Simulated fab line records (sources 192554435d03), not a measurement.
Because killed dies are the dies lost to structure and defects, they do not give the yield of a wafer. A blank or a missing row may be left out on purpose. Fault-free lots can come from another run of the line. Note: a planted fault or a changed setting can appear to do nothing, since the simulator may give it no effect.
fab line records	flow n5-finfet
record lots=9	wafers=27	last-day=18
route steps=1938 shown BEOL_M0_SAQP@695 BEOL_M0@721 BEOL_M4@1111
lots untouched by any fault: they come from a run of this same line in which no faults occurred
start-h: hours from the record's opening day to when the first of the lot's shown wafers began	wait-h: hours elapsed since this lot's preceding step	" same as the row above	L1.1+2: a row that stands for several wafers	- either no value or no given start	* or withheld: withheld	< > ~ a bound
route shown NAME@n: names a module that has steps shown in the file, with the first one's number in the route	usual: mean and standard deviation over wafers with no fault	same: alike in all rows	chamber/n: place in a boat	sites: readings site by site	_std_site: their standard deviation	_edge_site: mean of outer sites minus mean of inner sites	radius-mm: for every site, how far away it sits from the centre of the wafer	mask NAME#n: copy n	behind: the tool/chamber that last shaped the wafer	hold: why the lot went on hold/how many hours it stayed there/how the hold came to an end	device: which transistor (n, p or np) failed to switch	end of line: the route-end tests of the same wafers	a step with no rows: only its recipe	killed: dies lost to structure and defects at the first sort, not the wafer's yield	map: the dies of a wafer, with x for killed, . for not killed, _ for no die there
set.NAME: the setting that was run; set.NAME@STEP: the one run at that earlier step	model.NAME: the simulator's own value behind a step, which no gauge read
route steps across a sampled set of lots; one table per step, one row per wafer
services: a tool's chamber out of use, with start hour (start-h, from the record's first day; less than 0 if before it), hours out, and reason
## steps
# step N5_BEOL_M0_SAQP_CUT_ETCH_46
# recipe chemistry=N2/H2	target=SOC	target-depth-a=1350	overetch-a=270	temp-c=40	time-s=202.5	ion-energy-ev=200	mask-material=SiARC	pressure-mtorr=30	source-w=840	bias-w=150	n2-flow-sccm=200	h2-flow-sccm=200
# usual drypump-motor-current-A=5.60/0.29	rf-fwd-power-W=838.4/2.6	rf-vpp-V=524.2/2.1	showerhead-plenum-p-Torr=2.55/0.073	temp-c=40.00/0.12	throttle-valve-pct=17.77/0.2
lot.wafer	tool	chamber	start-h	wait-h	drypump-motor-current-A	rf-fwd-power-W	rf-hours-counter-h	rf-vpp-V	showerhead-plenum-p-Torr	temp-c	throttle-valve-pct
L933.2	rie-diel-05	2	122.22	0.0	5.86	836.1	197	523.7	2.52	39.88	17.81
L933.4	"	0	"	"	5.39	836.3	5	529.7	2.72	40.06	17.62
L933.6	"	1	"	"	5.22	844.2	-	523.8	2.56	39.93	17.55
L934.2	rie-diel-05	3	125.33	0.0	5.61	841.0	200	522.9	2.52	39.91	17.78
L934.3	"	0	"	"	5.39	833.9	6	526.6	2.72	40.14	17.61
L934.5	"	0	"	"	5.39	835.3	-	527.9	2.72	40.02	17.61
L935.1	rie-diel-05	0	131.70	0.0	5.40	837.9	9	528.8	2.71	39.98	17.63
L935.2	"	2	"	"	5.86	844.2	201	522.5	2.52	39.84	17.81
L935.5	"	2	"	"	5.86	839.4	-	524.7	2.52	39.80	17.80
L939.2	rie-diel-05	3	158.26	0.0	5.61	836.8	210	523.8	2.52	39.87	17.82
L939.4	"	1	"	"	5.24	840.9	139	523.8	2.55	40.02	17.58
L939.5	"	1	"	"	5.25	841.1	-	523.9	2.55	39.90	17.56
L941.1	rie-diel-01	3	166.79	0.0	5.68	839.6	138	519.9	2.44	39.89	17.69
L941.3	"	1	"	"	5.53	842.2	171	523.9	2.53	39.87	17.75
L941.4	"	0	"	"	5.33	836.7	59	524.7	2.56	40.16	17.63
L944.3	rie-diel-04	2	189.05	0.0	6.22	839.0	27	522.9	2.49	40.06	17.30
L944.4	"	2	"	"	6.21	838.5	-	523.6	2.49	40.05	17.30
L944.5	"	0	"	"	5.67	837.2	-	526.2	2.62	40.03	18.01
L947.2	rie-diel-05	3	208.02	0.0	5.62	837.9	219	524.2	2.51	40.31	17.82
L947.3	"	2	"	"	5.87	839.2	221	523.9	2.51	39.93	17.85
L947.5	"	0	"	"	5.39	839.4	-	527.7	2.70	40.03	17.65
L955.2	rie-diel-01	1	258.34	0.0	5.50	839.5	196	523.6	2.52	40.07	17.80
L955.4	"	3	"	"	5.68	835.8	-	521.6	2.43	39.97	17.72
L955.5	"	0	"	"	5.30	834.5	-	524.0	2.55	39.91	17.68
L954.1	rie-diel-05	2	263.62	0.0	5.85	842.1	237	522.7	2.51	40.02	17.89
L954.2	"	1	"	"	5.20	839.8	169	524.6	2.54	40.10	17.64
L954.4	"	0	"	"	5.38	838.3	48	528.0	2.70	40.08	17.69
# step N5_BEOL_M0_TRENCH_ETCH_107
# recipe chemistry=C4F6/O2	target-depth-a=328	target=SiOC	time-s=16.4	ion-energy-ev=250	pressure-mtorr=30	source-w=355	bias-w=185	Ar_flow_sccm=300	C4F6_flow_sccm=10	O2_flow_sccm=10
# usual O2_flow_sccm=9.997/0.028	drypump-motor-current-A=5.6/0.49	oes_ar_750_au=0.81/0.061	oes_f_703_au=0.81/0.062	oes_o_777_au=0.81/0.063	oes-product-au=0.81/0.061	rf-fwd-power-W=349.0/1.7	rf-vpp-V=666/14	showerhead-plenum-p-Torr=2.86/0.074	throttle-valve-pct=20.79/0.28
lot.wafer	tool	chamber	start-h	wait-h	O2_flow_sccm	drypump-motor-current-A	oes_ar_750_au	oes_f_703_au	oes_o_777_au	oes-product-au	rf-fwd-power-W	rf-hours-counter-h	rf-vpp-V	showerhead-plenum-p-Torr	throttle-valve-pct
L933.2	rie-diel-03	3	125.55	0.0	10.054	6.0	0.77	0.76	0.76	0.78	350.9	117	658	2.85	20.53
L933.4	"	2	"	"	9.987	5.6	0.89	0.90	0.90	0.91	349.4	15	661	2.91	20.48
L933.6	"	1	"	"	9.988	6.1	0.91	0.90	0.90	0.91	347.7	-	688	2.92	20.63
L934.2	rie-diel-03	3	129.03	0.0	9.993	6.0	0.76	0.76	0.76	0.78	350.6	119	659	2.85	20.54
L934.3	"	1	"	"	9.976	6.2	0.91	0.89	0.90	0.91	349.2	29	690	2.92	20.64
L934.5	"	3	"	"	10.003	6.0	0.76	0.77	0.75	0.78	349.3	-	659	2.85	20.54
L935.1	rie-diel-02	2	133.72	0.0	10.015	5.1	0.95	0.95	0.96	0.95	347.8	13	637	2.79	21.02
L935.2	"	1	"	"	9.975	5.1	0.87	0.84	0.84	0.87	351.6	26	666	2.82	21.02
L935.5	"	3	"	"	10.000	5.4	0.77	0.77	0.78	0.78	349.4	-	660	2.96	20.89
L939.2	rie-diel-06	0	174.23	0.0	9.977	6.2	0.88	0.87	0.85	0.87	349.0	36	655	2.80	21.04
L939.4	"	1	"	"	10.005	4.9	0.74	0.74	0.75	0.74	347.4	162	687	2.73	20.97
L939.5	"	0	"	"	10.008	6.2	0.88	0.87	0.85	0.88	349.2	-	655	2.80	21.03
L941.1	rie-diel-03	2	174.62	0.0	9.997	5.6	0.87	0.87	0.87	0.88	350.8	29	660	2.91	20.48
L941.3	"	1	"	"	10.041	6.1	0.88	0.87	0.88	0.90	346.7	40	690	2.91	20.64
L941.4	"	3	"	"	9.959	6.0	0.75	0.76	0.74	0.76	348.4	131	658	2.84	20.55
L944.3	rie-diel-03	3	191.58	0.0	10.056	6.0	0.85	0.97	0.93	0.79	434.2	137	590	2.84	20.57
L944.4	"	0	"	"	10.033	5.5	0.94	1.07	1.05	0.87	436.3	77	609	2.98	20.26
L944.5	"	0	"	"	10.026	5.5	0.94	1.07	1.05	0.87	435.5	-	610	2.98	20.26
L947.2	rie-diel-03	0	210.28	0.0	9.985	5.5	0.93	1.06	1.05	0.86	434.7	82	608	2.97	20.29
L947.3	"	1	"	"	9.994	6.2	0.98	1.08	1.08	0.91	430.2	52	620	2.91	20.66
L947.5	"	3	"	"	9.972	6.0	0.85	0.95	0.93	0.79	435.0	-	591	2.84	20.58
L955.2	rie-diel-06	1	262.55	0.0	10.022	4.8	0.71	0.71	0.72	0.71	346.1	192	687	2.71	21.02
L955.4	"	0	"	"	9.971	6.2	0.84	0.82	0.81	0.83	348.2	65	655	2.79	21.08
L955.5	"	0	"	"	10.018	6.3	0.83	0.83	0.81	0.83	348.3	-	656	2.79	21.08
L954.1	rie-diel-02	3	265.86	0.0	9.933	5.4	0.74	0.73	0.75	0.75	348.7	175	661	2.94	20.92
L954.2	"	1	"	"	9.960	5.0	0.80	0.79	0.78	0.81	352.0	69	665	2.80	21.08
L954.4	"	2	"	"	9.942	5.1	0.87	0.87	0.87	0.86	349.7	59	637	2.77	21.09
# step N5_BEOL_M0_OCD_MEAS_108
# usual trench-depth-nm=32.5/0.67
lot.wafer	tool	chamber	start-h	wait-h	trench-depth-nm
L933.2	ocd-02	-	125.65	0.1	33.0
L933.4	"	-	"	"	33.6
L933.6	"	-	"	"	32.6
L934.2	ocd-02	-	129.14	0.1	33.6
L934.3	"	-	"	"	32.4
L934.5	"	-	"	"	33.4
L935.1	ocd-02	-	133.82	0.1	34.0
L935.2	"	-	"	"	32.0
L935.5	"	-	"	"	32.9
L939.2	ocd-02	-	174.33	0.1	32.6
L939.4	"	-	"	"	32.1
L939.5	"	-	"	"	32.5
L941.1	ocd-02	-	174.73	0.1	32.6
L941.3	"	-	"	"	32.0
L941.4	"	-	"	"	33.4
L944.3	ocd-02	-	191.68	0.1	35.3
L944.4	"	-	"	"	35.5
L944.5	"	-	"	"	35.5
L947.2	ocd-02	-	210.38	0.1	35.4
L947.3	"	-	"	"	35.0
L947.5	"	-	"	"	35.5
L955.2	ocd-02	-	262.66	0.1	31.9
L955.4	"	-	"	"	32.6
L955.5	"	-	"	"	32.6
L954.1	ocd-02	-	265.97	0.1	32.5
L954.2	"	-	"	"	32.2
L954.4	"	-	"	"	33.2
# step N5_BEOL_M0_DEGAS_112
# recipe ambient=vacuum	temp-c=250	time-s=60
# usual heater-power-w=346/42
lot.wafer	tool	chamber	start-h	wait-h	heater-power-w
L933.2	pvd-sputter-01	-	126.54	0.6	329
L933.4	"	-	"	"	319
L933.6	"	-	"	"	378
L934.2	pvd-sputter-01	-	130.18	0.6	361
L934.3	"	-	"	"	338
L934.5	"	-	"	"	319
L935.1	pvd-sputter-01	-	134.53	0.4	393
L935.2	"	-	"	"	333
L935.5	"	-	"	"	338
L939.2	pvd-sputter-03	-	175.19	0.0	366
L939.4	"	-	"	"	288
L939.5	"	-	"	"	368
L941.1	pvd-sputter-02	-	175.32	0.0	313
L941.3	"	-	"	"	366
L941.4	"	-	"	"	434
L944.3	pvd-sputter-02	-	192.16	0.2	422
L944.4	"	-	"	"	368
L944.5	"	-	"	"	283
L947.2	pvd-sputter-02	-	211.03	0.2	282
L947.3	"	-	"	"	424
L947.5	"	-	"	"	314
L955.2	pvd-sputter-01	-	263.30	0.3	321
L955.4	"	-	"	"	351
L955.5	"	-	"	"	383
L954.1	pvd-sputter-01	-	266.72	0.5	332
L954.2	"	-	"	"	353
L954.4	"	-	"	"	323
# step N5_BEOL_M0_PRE_CLEAN_113
# recipe gas=H2/He	time-s=30	temp-c=250
# usual heater-power-w=346/43
lot.wafer	tool	chamber	start-h	wait-h	heater-power-w
L933.2	pvd-sputter-01	-	126.58	0.0	334
L933.4	"	-	"	"	317
L933.6	"	-	"	"	381
L934.2	pvd-sputter-01	-	132.85	2.7	361
L934.3	"	-	"	"	336
L934.5	"	-	"	"	320
L935.1	pvd-sputter-01	-	134.57	0.0	371
L935.2	"	-	"	"	330
L935.5	"	-	"	"	344
L939.2	pvd-sputter-03	-	175.23	0.0	364
L939.4	"	-	"	"	290
L939.5	"	-	"	"	360
L941.1	pvd-sputter-02	-	175.36	0.0	317
L941.3	"	-	"	"	368
L941.4	"	-	"	"	423
L944.3	pvd-sputter-02	-	192.20	0.0	436
L944.4	"	-	"	"	365
L944.5	"	-	"	"	281
L947.2	pvd-sputter-02	-	211.07	0.0	280
L947.3	"	-	"	"	431
L947.5	"	-	"	"	309
L955.2	pvd-sputter-01	-	263.34	0.0	325
L955.4	"	-	"	"	353
L955.5	"	-	"	"	393
L954.1	pvd-sputter-01	-	266.76	0.0	328
L954.2	"	-	"	"	358
L954.4	"	-	"	"	319
# step N5_BEOL_M4_RC_MEAS_101
# usual DIBL_N=36.0/1.9	DIBL_P=36.0/2.1	IOFF_N=0.155/0.029	IOFF_P=0.20/0.032	ION_N=672/11	ION_P=461/6.9	SS_N=71.5/0.58	SS_P=73.2/0.64	VT_N=250.4/2.9	VT_P=-251.0/2.8
lot.wafer	tool	chamber	start-h	wait-h	DIBL_N[mV/V]	DIBL_P[mV/V]	IOFF_N[nA/um]	IOFF_P[nA/um]	ION_N[uA/um]	ION_P[uA/um]	SS_N[mV/dec]	SS_P[mV/dec]	VT_N[mV]	VT_P[mV]
L933.2	prober-02	0	185.41	0.2	36.5	35.3	0.129	0.19	654	452	71.4	73.9	254.5	-251.4
L933.4	"	0	"	"	34.5	33.6	0.114	0.18	672	470	71.0	72.9	254.6	-251.4
L933.6	"	0	"	"	34.4	33.3	0.112	0.17	666	462	70.8	72.3	254.9	-253.8
L935.1	prober-02	0	187.11	0.0	38.1	39.4	0.192	0.26	696	475	71.6	74.1	247.3	-244.9
L935.2	"	0	"	"	39.6	40.4	0.218	0.27	682	466	72.0	73.4	244.8	-248.1
L935.5	"	0	"	"	39.5	39.7	0.213	0.27	705	478	71.0	73.7	247.4	-247.3
L934.2	prober-01	0	187.22	0.2	34.9	34.6	0.145	0.22	661	457	71.4	72.4	249.4	-248.6
L934.3	"	0	"	"	35.2	35.3	0.160	0.22	670	462	71.6	73.1	245.6	-248.3
L934.5	"	0	"	"	36.4	35.9	0.168	0.22	669	460	72.3	72.6	247.4	-250.0
L939.2	prober-02	0	223.72	0.2	37.7	38.7	0.197	0.25	671	459	72.4	73.5	246.4	-249.8
L939.4	"	0	"	"	36.1	36.5	0.157	0.22	675	459	71.7	74.0	251.4	-250.4
L939.5	"	0	"	"	38.0	38.1	0.179	0.23	665	453	72.1	73.7	249.0	-251.9
L941.1	prober-01	0	240.97	0.0	36.0	37.2	0.153	0.21	688	469	70.9	74.1	249.2	-248.9
L941.3	"	0	"	"	35.7	36.8	0.155	0.22	672	467	71.1	73.8	250.3	-250.4
L941.4	"	0	"	"	34.6	35.8	0.135	0.20	665	466	71.5	73.6	251.7	-249.1
L944.3	prober-01	0	249.96	0.3	34.1	33.6	0.122	0.16	657	462	71.4	72.6	252.1	-255.5
L944.4	"	0	"	"	38.1	39.0	0.217	0.26	684	466	72.7	74.0	243.7	-250.7
L944.5	"	0	"	"	35.3	34.9	0.142	0.18	673	459	71.2	73.4	248.6	-252.9
L947.2	prober-01	0	264.08	0.2	36.6	38.4	0.167	0.22	683	465	71.1	73.3	248.6	-251.8
L947.3	"	0	"	"	35.1	36.3	0.144	0.18	680	463	71.1	73.1	249.2	-254.8
L947.5	"	0	"	"	34.9	36.3	0.143	0.19	673	463	71.4	72.7	248.6	-253.8
L955.2	prober-01	0	311.51	0.2	37.5	36.0	0.179	0.23	672	465	71.6	73.9	248.6	-246.8
L955.4	"	0	"	"	35.8	34.7	0.147	0.20	678	460	71.1	72.9	251.6	-250.3
L955.5	"	0	"	"	38.0	36.4	0.173	0.24	657	450	71.5	73.8	248.6	-252.1
L954.1	prober-01	0	313.78	0.0	34.4	35.1	0.149	0.19	682	466	71.6	73.0	252.9	-249.1
L954.2	"	0	"	"	33.3	33.1	0.118	0.15	661	450	71.0	72.6	255.5	-255.7
L954.4	"	0	"	"	32.8	33.0	0.119	0.16	674	462	70.4	72.9	251.2	-253.9
## services
tool	chamber	start-h	hours	kind
rie-diel-06	-	100.57	14.6	pm
rie-diel-06	0	131.05	5.5	repair
pvd-sputter-03	-	137.72	2.9	repair
rie-diel-05	1	141.67	9.0	repair
rie-diel-06	0	162.38	3.7	repair
rie-diel-02	1	162.82	3.1	repair
pvd-sputter-03	-	164.10	7.1	repair
rie-diel-04	3	184.80	-	clean
rie-diel-04	3	184.80	-	consumable-replace:focus-ring
rie-diel-04	3	184.80	21.8	scheduled-down
rie-diel-04	3	184.80	21.8	vent-cycle
rie-diel-05	3	190.29	7.9	repair
rie-diel-01	1	194.00	11.3	repair
rie-diel-01	0	197.51	3.7	repair
rie-diel-04	0	206.61	-	clean
rie-diel-04	0	206.61	-	consumable-replace:focus-ring
rie-diel-04	0	206.61	19.9	scheduled-down
rie-diel-04	0	206.61	19.9	vent-cycle
rie-diel-01	3	226.04	5.8	repair
rie-diel-01	2	236.17	32.3	repair
rie-diel-01	-	236.82	0.8	repair
rie-diel-06	3	237.05	5.0	repair
rie-diel-04	1	253.83	13.9	repair
## key
first-sign step=N5_BEOL_M0_TRENCH_ETCH_107	reading=rf-fwd-power-W	direction=up	sigmas=49	usual=*	struck=*
effect step=N5_BEOL_M0_TRENCH_ETCH_107	reading=rf-vpp-V	direction=down	sigmas=4.5	usual=666	struck=605
effect step=N5_BEOL_M0_OCD_MEAS_108	reading=trench-depth-nm	direction=up	sigmas=4.2	usual=32.5	struck=35.3
met-at N5_BEOL_M0_TRENCH_ETCH_107
struck-lots L944,L947
not-acting-at N5_BEOL_M0_SAQP_CUT_ETCH_46,N5_BEOL_M0_DEGAS_112,N5_BEOL_M0_PRE_CLEAN_113
onset-between 174.62 191.58
fault kind=process-parameter-drift	tool=rie-diel-03	chamber=-	onset-h=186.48	steps=N5_BEOL_M0_TRENCH_ETCH_107	channel=source-w	offset=85.2	shape=step	end-h=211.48	acts-in=these-recipes-only	stated=355
